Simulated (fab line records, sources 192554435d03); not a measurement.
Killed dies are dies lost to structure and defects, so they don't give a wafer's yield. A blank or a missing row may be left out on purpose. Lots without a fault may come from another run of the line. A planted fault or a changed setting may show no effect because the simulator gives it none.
fab line records | flow n5_finfet
record lots=12 wafers=34 last_day=20
route steps=1938 shown BEOL_M10@1530 BEOL_M11@1538
lots that met no fault: from a run of the same line without faults
start_h: hours from the record's first day to the start of the lot's first wafer shown | wait_h: hours since the lot's step before | " the same as in the row above | L1.1+2: a row that stands for several wafers | - no value, or no start given | * or withheld: withheld | < > ~ a bound
route shown NAME@n: a module of which the file shows steps, and the number in the route of the first | usual: mean/standard deviation of fault-free wafers | same: alike in all rows | chamber/n: place in a boat | sites: the reading at each site | _std_site: their standard deviation | _edge_site: outer sites' mean less inner sites' | radius_mm: how far each site lies from the wafer's centre | mask NAME#n: copy n | behind: the tool/chamber that last shaped the wafer | hold: why the lot was held/for how many hours/how that ended | device: the transistor (n, p or np) that didn't switch | end of line: the same wafers' tests at the end of the route | a step without rows: its recipe alone | killed: dies lost to structure and defects at the first sort, not the wafer's yield | map: a wafer's dies, x killed, . not, _ none there
set.NAME: the setting as run; set.NAME@STEP: as run at that earlier step | model.NAME: the simulator's own value behind a step, which no gauge read
steps of the route over a sample of lots; a table a step, a row a wafer
services: from which hour (start_h, from the record's first day; less than 0 if before it) a tool's chamber was out of use, for how many hours, and why
## steps
# step N5_BEOL_M10_CMP_52
# recipe stop_on=SiCOH_lowk t_overpolish_s=7 down_force_psi=1 platen_rpm=50 clearing_platen_down_force_psi=1.5 clearing_platen_rpm=50 post_cmp_clean=cu_alkaline target_thk_nm=140 clearing_platen_pad_velocity_m_s=0.99484 pad_velocity_m_s=0.99484
# usual barrier_field_endpoint_s=28.6/0.88 motor_current_A=6.2/0.73 overpolish_run_s=6.999/0.0093 platen_rpm=50.00/0.031 time_to_endpoint_s=65/3.9
# columns lot.wafer tool chamber start_h wait_h barrier_field_endpoint_s motor_current_A overpolish_run_s platen_rpm time_to_endpoint_s
L497.2 cmp-01 1 256.26 0.2 26.7 5.5 6.992 50.06 56
L497.3 " 2 " " 28.3 6.2 6.987 50.00 64
L497.5 " 1 " " 26.9 5.4 6.994 50.03 56
L500.4 cmp-03 3 285.79 0.2 29.3 6.2 7.001 50.00 68
L500.1 " 0 " " 28.1 6.2 7.003 49.99 65
L500.5 " 2 " " 27.7 6.1 6.986 50.06 64
L506.2 cmp-02 2 302.14 0.2 28.2 5.3 7.001 50.01 64
L506.6 " 2 " " 28.7 5.2 7.003 50.00 65
L505.4 cmp-03 0 304.22 0.2 28.2 6.4 7.002 50.02 63
L505.2 " 1 " " 28.8 6.2 7.014 49.98 73
L505.5 " 2 " " 27.4 6.6 6.988 50.07 61
L504.3 cmp-03 1 323.82 0.2 29.0 6.3 6.998 49.98 69
L504.2 " 3 " " 29.1 6.2 7.018 50.01 72
L504.4 " 0 " " 28.3 6.5 6.997 49.99 64
L507.1 cmp-01 1 326.85 0.3 26.6 5.4 7.015 50.06 58
L507.4 " 0 " " 28.2 6.9 6.996 50.00 62
L507.6 " 1 " " 27.3 5.4 7.000 50.01 59
L512.2 cmp-02 2 355.43 0.2 28.4 5.2 7.007 49.93 63
L512.6 " 1 " " 28.9 6.2 6.986 50.04 65
L514.4 cmp-02 1 356.88 0.2 28.7 6.2 7.010 49.97 66
L514.1 " 2 " " 27.9 5.2 7.003 50.01 67
L514.5 " 1 " " 29.3 5.9 7.009 49.99 67
L513.1 cmp-03 3 385.94 0.3 28.8 6.1 6.992 49.97 68
L513.3 " 0 " " 28.7 6.5 6.994 50.05 63
L513.5 " 3 " " 30.3 6.3 7.002 49.98 71
L519.2 cmp-02 2 401.51 0.2 28.2 5.2 7.003 49.95 68
L519.4 " 0 " " 28.8 7.7 7.000 49.98 71
L519.3 " 1 " " 27.9 6.0 7.005 49.98 68
L520.1 cmp-03 0 409.10 0.3 27.2 6.5 6.999 50.01 62
L520.4 " 3 " " 28.7 6.1 7.007 50.00 64
L520.6 " 0 " " 28.1 6.1 7.001 49.97 65
L518.2 cmp-02 0 416.46 0.2 29.9 7.8 6.995 49.99 73
L518.4 " 2 " " 31.1 5.1 7.006 50.02 71
L518.5 " 3 " " 28.5 6.1 6.997 50.04 64
# step N5_BEOL_M11_THK_MEAS_01
# recipe reads=SiCOH_lowk_of_BEOL_M11_ILD_DEP_00
# usual M11_ILD_THK=268/4
# columns lot.wafer tool chamber start_h wait_h M11_ILD_THK[nm]
L497.2 film_metro-02 - 257.35 0.4 267
L497.3 " - " " 267
L497.5 " - " " 269
L500.1 film_metro-02 - 286.84 0.4 270
L500.4 " - " " 270
L500.5 " - " " 274
L506.2 film_metro-02 - 303.23 0.4 268
L506.6 " - " " 275
L505.2 film_metro-02 - 305.23 0.4 267
L505.4 " - " " 268
L505.5 " - " " 270
L504.2 film_metro-01 - 324.92 0.4 258
L504.3 " - " " 255
L504.4 " - " " 271
L507.1 film_metro-01 - 327.93 0.4 262
L507.4 " - " " 264
L507.6 " - " " 266
L512.2 film_metro-02 - 356.48 0.4 268
L512.6 " - " " 273
L514.1 film_metro-01 - 357.93 0.4 267
L514.4 " - " " 271
L514.5 " - " " 270
L513.1 film_metro-02 - 387.02 0.4 268
L513.3 " - " " 268
L513.5 " - " " 276
L519.2 film_metro-02 - 402.62 0.4 267
L519.3 " - " " 274
L519.4 " - " " 272
L520.1 film_metro-01 - 410.70 0.8 266
L520.4 " - " " 271
L520.6 " - " " 269
L518.2 film_metro-01 - 417.98 0.7 266
L518.4 " - " " 265
L518.5 " - " " 265
# step N5_BEOL_M11_PECVD_70
# recipe material=SiO2 target_thk_a=200 temp_c=400 precursor=TEOS/O2 pressure_torr=5.5 rf_w=450 teos_flow_sccm=53.8 gas=O2 flow_sccm=3000 time_s=22.7
# usual heater_power_w=746/97 showerhead_plenum_p_Torr=8.79/0.082 throttle_valve_pct=23.0/1.9
# columns lot.wafer tool chamber start_h wait_h heater_power_w showerhead_plenum_p_Torr since_wet_clean_h throttle_valve_pct
L497.2 pecvd-01 0 257.39 0.0 716 8.77 1143 23.7
L497.3 " 2 " " 788 8.79 369 21.4
L497.5 " 0 " " 736 8.75 - 23.6
L500.1 pecvd-04 0 286.88 0.0 717 8.92 1353 22.9
L500.4 " 0 " " 726 8.94 - 23.1
L500.5 " 2 " " 731 8.66 - 21.9
L506.2 pecvd-04 0 303.26 0.0 643 8.88 1370 23.2
L506.6 " 1 " " 718 8.81 - 27.4
L505.2 pecvd-04 2 305.26 0.0 722 8.66 618 21.8
L505.4 " 0 " " 752 8.89 - 22.8
L505.5 " 1 " " 761 8.79 - 27.5
L504.2 pecvd-02 2 324.96 0.0 865 8.84 94 20.0
L504.3 " 2 " " 880 8.83 - 19.9
L504.4 " 0 " " 973 8.86 - 22.9
L507.1 pecvd-01 2 327.97 0.0 712 8.82 440 21.6
L507.4 " 1 " " 602 8.80 - 22.6
L507.6 " 2 " " 691 8.80 - 21.3
L512.2 pecvd-04 0 356.52 0.0 715 8.91 1423 23.0
L512.6 " 2 " " 824 8.68 - 22.2
L514.1 pecvd-01 0 357.97 0.0 711 8.75 1243 23.6
L514.4 " 1 " " 588 8.78 - 22.6
L514.5 " 2 " " 769 8.79 - 21.4
L513.1 pecvd-04 0 387.06 0.0 751 8.91 1453 22.9
L513.3 " 0 " " 756 8.92 - 22.4
L513.5 " 0 " " 742 8.90 - 23.0
L519.2 pecvd-02 1 402.66 0.0 723 8.79 1650 23.1
L519.3 " 0 " " 943 8.89 925 23.1
L519.4 " 0 " " 934 8.87 - 23.3
L520.1 pecvd-01 2 410.73 0.0 763 8.81 522 21.3
L520.4 " 2 " " 783 8.78 - 21.7
L520.6 " 0 " " 727 8.78 - 23.3
L518.2 pecvd-04 1 418.02 0.0 616 8.75 2 21.5
L518.4 " 1 " " 616 8.79 - 21.4
L518.5 " 0 " " 775 8.91 - 23.0
# step N5_BEOL_M11_COAT_64
# recipe resist=SiARC temp_c=220 time_s=60 spin_rpm=1500 resist_thk_nm=30
# usual spin_speed_rpm=1499.8/0.9
# columns lot.wafer tool chamber start_h wait_h spin_speed_rpm
L497.2 litho_track-02 0 259.52 - 1501.7
L497.3 " 0 " " 1500.2
L497.5 " 0 " " 1500.7
L500.1 litho_track-01 0 290.51 - 1499.9
L500.4 " 0 " " 1500.5
L500.5 " 0 " " 1500.8
L506.2 litho_track-04 0 305.24 - 1500.4
L506.6 " 0 " " 1499.9
L505.2 litho_track-02 0 311.48 - 1499.6
L505.4 " 0 " " 1499.0
L505.5 " 0 " " 1501.1
L504.2 litho_track-01 0 329.50 - 1498.7
L504.3 " 0 " " 1500.6
L504.4 " 0 " " 1501.1
L507.1 litho_track-01 0 331.14 - 1499.1
L507.4 " 0 " " 1499.2
L507.6 " 0 " " 1496.8
L512.2 litho_track-01 0 361.04 - 1500.7
L512.6 " 0 " " 1499.5
L514.1 litho_track-04 0 361.05 - 1499.1
L514.4 " 0 " " 1498.6
L514.5 " 0 " " 1499.0
L513.1 litho_track-04 0 404.19 - 1501.0
L513.3 " 0 " " 1498.6
L513.5 " 0 " " 1500.6
L519.2 litho_track-01 0 406.76 - 1367.7
L519.3 " 0 " " 1368.4
L519.4 " 0 " " 1367.2
L520.1 litho_track-04 0 418.84 - 1500.6
L520.4 " 0 " " 1500.2
L520.6 " 0 " " 1499.9
L518.2 litho_track-01 0 420.99 - 1367.7
L518.4 " 0 " " 1367.6
L518.5 " 0 " " 1366.3
## services
# columns tool chamber start_h hours kind
pecvd-04 2 238.72 5.5 scheduled_down
cmp-03 - 244.00 1.0 repair
pecvd-04 1 247.44 2.1 scheduled_down
cmp-02 - 259.41 4.0 pm
cmp-01 - 269.12 8.4 pm
pecvd-02 - 270.32 28.1 pm
cmp-01 - 278.95 0.5 repair
cmp-02 - 289.59 4.6 pm
pecvd-01 - 295.80 14.6 pm
cmp-02 - 321.72 0.3 repair
cmp-01 - 325.02 0.8 repair
cmp-02 - 328.59 0.6 repair
cmp-03 - 358.93 2.4 repair
cmp-02 - 359.12 1.0 repair
pecvd-01 1 366.46 4.7 repair
cmp-02 - 367.04 9.2 repair
cmp-03 - 369.83 10.2 pm
cmp-01 - 375.79 4.0 pm
cmp-03 - 381.43 2.7 repair
pecvd-04 1 382.92 3.5 repair
pecvd-04 1 386.68 - clean
pecvd-04 1 386.68 - consumable_replace:showerhead
pecvd-01 - 413.47 2.8 pm
cmp-02 - 417.21 9.6 repair
## key
first_sign step=N5_BEOL_M11_COAT_64 reading=spin_speed_rpm direction=down sigmas=99+ usual=* struck=*
effect none on later readings
met_at N5_BEOL_M11_COAT_64
struck_lots L518,L519
not_acting_at N5_BEOL_M10_CMP_52,N5_BEOL_M11_THK_MEAS_01,N5_BEOL_M11_PECVD_70
onset_between 361.04 406.76
fault kind=process_parameter_drift tool=litho_track-01 chamber=- onset_h=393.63 steps=N5_BEOL_M11_COAT_64 channel=spin_rpm offset=* shape=step acts_in=* stated=*
